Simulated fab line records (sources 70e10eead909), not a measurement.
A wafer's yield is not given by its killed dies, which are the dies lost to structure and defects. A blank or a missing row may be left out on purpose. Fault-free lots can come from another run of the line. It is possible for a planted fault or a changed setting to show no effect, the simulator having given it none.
Matching of chambers -- flow nand_harc -- NHARC_A_M0_DESCUM_14 on rie_diel-02: 4 sister chambers
The step chemistry O2, time 3 s. 16 wafers are shown with their chamber, then 8 later ones without.

## WAFERS, EACH WITH ITS CHAMBER
wafer,chamber,showerhead_plenum_p_Torr (Torr),throttle_valve_pct (%),oes_product_au (a.u.)
L078.1,2,1.83,11.310,1.000
L078.4,0,1.95,11.313,0.997
L078.6,1,1.93,11.297,1.014
L082.1,2,1.83,11.313,1.012
L082.2,3,2.01,11.309,1.002
L082.4,1,1.93,11.315,1.015
L081.2,3,2.01,11.311,1.009
L081.5,0,1.95,11.303,1.007
L081.6,1,1.93,11.312,1.005
L085.2,0,1.95,11.322,1.019
L085.3,3,2.01,11.315,1.005
L085.6,3,2.01,11.329,1.007
L087.2,0,1.95,11.299,1.006
L087.4,2,1.83,11.289,1.012
L087.5,0,1.95,11.310,1.004
L091.3,3,2.00,11.320,0.988

SIGNATURES (means of the wafers above)
reading,chamber 0,chamber 1,chamber 2,chamber 3,scatter within a chamber
showerhead_plenum_p_Torr,1.9500,1.9300,1.8300,2.0080,0.00258
throttle_valve_pct,11.30940,11.30800,11.30400,11.31680,0.0096
oes_product_au,1.00660,1.01133,1.00800,1.00220,0.00758
Rule: a wafer's distance from a chamber is the root of the sum, over the readings, of the square of ((its reading less the chamber's mean) divided by the reading's scatter). The wafer belongs to the nearest chamber; if the next one is less than 2 further off, it can't be placed. How the scatter is found: for the shown wafers, subtract from each reading the mean of its chamber, square and add these, divide the total by (wafers less chambers), then take the root.

## WAFERS WHOSE CHAMBER IS MISSING
wafer,showerhead_plenum_p_Torr (Torr),throttle_valve_pct (%),oes_product_au (a.u.)
L091.4,1.83,11.301,0.999
L091.6,1.95,11.302,1.005
L094.4,1.95,11.295,0.993
L094.5,1.83,11.305,1.012
L094.6,2.00,11.313,0.996
L093.3,2.00,11.325,1.002
L093.5,1.95,11.315,0.985
L093.6,2.00,11.315,1.008

## EACH ONE'S CHAMBER
wafer,from the rows above,in truth
L091.4,2,2
L091.6,0,0
L094.4,0,0
L094.5,2,2
L094.6,3,3
L093.3,3,3
L093.5,0,0
L093.6,3,3
Correct placement for 8 of the 8. Left unplaced by these rows: 0. Number placed wrongly: 0.
